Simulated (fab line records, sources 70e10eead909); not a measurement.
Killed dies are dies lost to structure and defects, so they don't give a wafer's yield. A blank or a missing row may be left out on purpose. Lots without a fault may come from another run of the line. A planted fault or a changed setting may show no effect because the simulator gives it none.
Which tool did it? | flow nand_harc | 12 lots, 36 wafers sampled, at 1 step of a route of 1302

WHAT THE GAUGES READ, wafer by wafer
NHARC_P_M1_CD_MEAS_09: target cd 130 nm.
lot  | measured     | on        | cd_nm (nm)
L075 | day 6 14:44  | cd_sem-02 | 130.2 129.5 129.8
L077 | day 7 08:48  | cd_sem-02 | 129.7 128.9 129.6
L079 | day 8 07:18  | cd_sem-03 | 130.0 129.0 130.4
L081 | day 9 05:01  | cd_sem-02 | 130.5 129.2 130.4
L083 | day 10 07:04 | cd_sem-01 | 130.2 130.5 130.0
L085 | day 11 00:49 | cd_sem-03 | 129.6 130.0 130.1
L088 | day 12 11:21 | cd_sem-03 | 130.2 130.1 129.7
L089 | day 12 13:19 | cd_sem-02 | 130.0 130.3 129.8
L091 | day 13 06:53 | cd_sem-03 | 128.9 129.8 129.2
L093 | day 14 09:22 | cd_sem-02 | 129.7 130.1 129.4
L095 | day 14 21:48 | cd_sem-01 | 131.6 130.1 130.3
L097 | day 15 23:40 | cd_sem-02 | 128.9 129.9 130.5

WHICH TOOL RAN EACH LOT (tool, then ch and the chambers of the sampled wafers, then the start)
The record holds no process step before these readings.

THE ANSWER, worked out from the rows above alone
Rule: what is usual is taken from the lots themselves. Put in order of their means at a reading, lots are off if they are a third of the lots or fewer, leave a main group of 4 or more, and stand apart from it by a gap of 3 or more times the standard deviation of the main group's means; of several such gaps the widest counts. A main group whose means are all the same, to the digits that the tables above print for the reading, isn't used. A lot without any number at a reading at which 4 lots or more have one is off too. The other lots that the step has rows for count as sound.
No lot is off at any reading shown: from this, nothing can be told.

WHAT THE SIMULATOR HAD PUT IN
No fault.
